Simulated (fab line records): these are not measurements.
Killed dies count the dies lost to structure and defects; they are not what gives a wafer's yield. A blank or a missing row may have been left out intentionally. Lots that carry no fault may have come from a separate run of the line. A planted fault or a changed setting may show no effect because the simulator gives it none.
Chamber matching | flow n5-finfet | N5_SD_EPI_N_ETCH_35 on rie-diel-02: 4 sister chambers
The step etches SOC in N2/H2, overetch 108 nm, time 486 s. 4 wafers are shown with their chamber, then 7 later ones without.

WAFERS WITH THEIR CHAMBER
wafer  | chamber | throttle-valve-pct (%)
L077.6 | 0       | 24.32
L085.3 | 1       | 23.93
L092.2 | 3       | 23.56
L092.5 | 2       | 23.60

WAFERS WITH NO CHAMBER GIVEN
wafer  | throttle-valve-pct (%)
L092.6 | 23.55
L093.1 | 23.95
L093.3 | 23.57
L093.6 | 23.60
L094.1 | 24.36
L094.2 | 23.57
L094.3 | 23.63

THE CHAMBER EACH PASSED THROUGH
wafer  | from the rows above     | in truth
L092.6 | can't be placed: 3 or 2 | 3
L093.1 | 1                       | 1
L093.3 | can't be placed: 3 or 2 | 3
L093.6 | can't be placed: 2 or 3 | 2
L094.1 | 0                       | 0
L094.2 | can't be placed: 3 or 2 | 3
L094.3 | can't be placed: 2 or 3 | 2
2 of 7 placed correctly. Can't be placed from these rows: 5 (the true chamber is among the candidates in 5). Wrongly placed: 0.
How it was worked out, from the rows above alone: a wafer's distance from a chamber is the root of the sum, over the readings, of the square of ((its reading less the chamber's mean) divided by the reading's scatter). If the next closest chamber is less than 2 further off than the closest, the wafer can't be placed; otherwise it belongs to the closest. For every chamber, the mean is computed from those of its wafers that are shown. The scatter (one wafer shown for each chamber): square how far every hidden wafer sits from the nearest shown wafer, average those squares and take the square root.
